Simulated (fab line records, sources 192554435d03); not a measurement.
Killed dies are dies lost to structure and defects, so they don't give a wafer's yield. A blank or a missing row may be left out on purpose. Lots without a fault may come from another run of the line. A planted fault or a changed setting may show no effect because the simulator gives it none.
Which tool did it? | flow n5_finfet | 12 lots, 36 wafers sampled, at 4 steps of a route of 1938

WHAT THE GAUGES READ, wafer by wafer
N5_BEOL_M14_INSPECT_12: inspects for defects (macro).
lot  | measured     | on                | raw_defect_count
L075 | day 12 03:47 | defect_inspect-02 | 1 3 3
L077 | day 14 10:17 | defect_inspect-01 | 4 3 1
L079 | day 15 09:38 | defect_inspect-02 | 2 0 0
L082 | day 16 02:15 | defect_inspect-02 | 2 3 2
L085 | day 16 18:37 | defect_inspect-02 | 2 3 4
L087 | day 16 23:23 | defect_inspect-02 | 3 1 2
L089 | day 17 03:13 | defect_inspect-02 | 1 2 1
L090 | day 17 12:20 | defect_inspect-02 | 0 5 3
L088 | day 18 09:29 | defect_inspect-02 | 2 3 4
L095 | day 18 12:59 | defect_inspect-02 | 2 2 2
L096 | day 18 22:16 | defect_inspect-02 | 2 1 1
L097 | day 19 03:34 | defect_inspect-02 | 0 0 3

WHICH TOOL RAN EACH LOT (tool, then ch and the chambers of the sampled wafers, then the start)
lot  | N5_BEOL_M12_PRE_CLEAN_42     | N5_BEOL_M13_ETCH_67                | N5_BEOL_M13_PRE_CLEAN_42
L075 | pvd_sputter-02, day 11 22:11 | rie_diel-06 ch 0,1,3, day 12 00:57 | pvd_sputter-02, day 12 01:59
L077 | pvd_sputter-01, day 14 03:37 | rie_diel-06 ch 0,2,3, day 14 06:31 | pvd_sputter-03, day 14 07:58
L079 | pvd_sputter-01, day 14 21:27 | rie_diel-06 ch 0,1,3, day 15 03:49 | pvd_sputter-03, day 15 07:48
L082 | pvd_sputter-03, day 15 18:25 | rie_diel-04 ch 1,2,3, day 15 21:19 | pvd_sputter-02, day 16 00:19
L085 | pvd_sputter-02, day 16 09:46 | rie_diel-04 ch 0,2,3, day 16 12:57 | pvd_sputter-03, day 16 16:05
L087 | pvd_sputter-02, day 16 15:36 | rie_diel-02 ch 0,2, day 16 18:49   | pvd_sputter-03, day 16 21:20
L089 | pvd_sputter-03, day 16 20:46 | rie_diel-06 ch 0,3, day 17 00:07   | pvd_sputter-03, day 17 01:14
L090 | pvd_sputter-01, day 17 05:28 | rie_diel-06 ch 0,1,3, day 17 08:56 | pvd_sputter-03, day 17 10:29
L088 | pvd_sputter-03, day 18 03:02 | rie_diel-06 ch 0,3, day 18 05:58   | pvd_sputter-03, day 18 07:33
L095 | pvd_sputter-03, day 18 06:29 | rie_diel-04 ch 0,1,3, day 18 09:23 | pvd_sputter-03, day 18 10:55
L096 | pvd_sputter-03, day 18 13:53 | rie_diel-04 ch 0,1, day 18 16:59   | pvd_sputter-01, day 18 20:13
L097 | pvd_sputter-02, day 18 16:23 | rie_diel-04 ch 0,1,2, day 18 20:16 | pvd_sputter-03, day 19 01:43
- N5_BEOL_M12_PRE_CLEAN_42: time 30 s.
- N5_BEOL_M13_ETCH_67: etches SiARC in CF4, target depth 143 nm, time 238.3 s.
- N5_BEOL_M13_PRE_CLEAN_42: time 30 s.

THE ANSWER, worked out from the rows above alone
Rule: what is usual is taken from the lots themselves. Put in order of their means at a reading, lots are off if they are a third of the lots or fewer, leave a main group of 4 or more, and stand apart from it by a gap of 3 or more times the standard deviation of the main group's means; of several such gaps the widest counts. A main group whose means are all the same, to the digits that the tables above print for the reading, isn't used. A lot without any number at a reading at which 4 lots or more have one is off too. The other lots that the step has rows for count as sound.
No lot is off at any reading shown: from this, nothing can be told.

WHAT THE SIMULATOR HAD PUT IN
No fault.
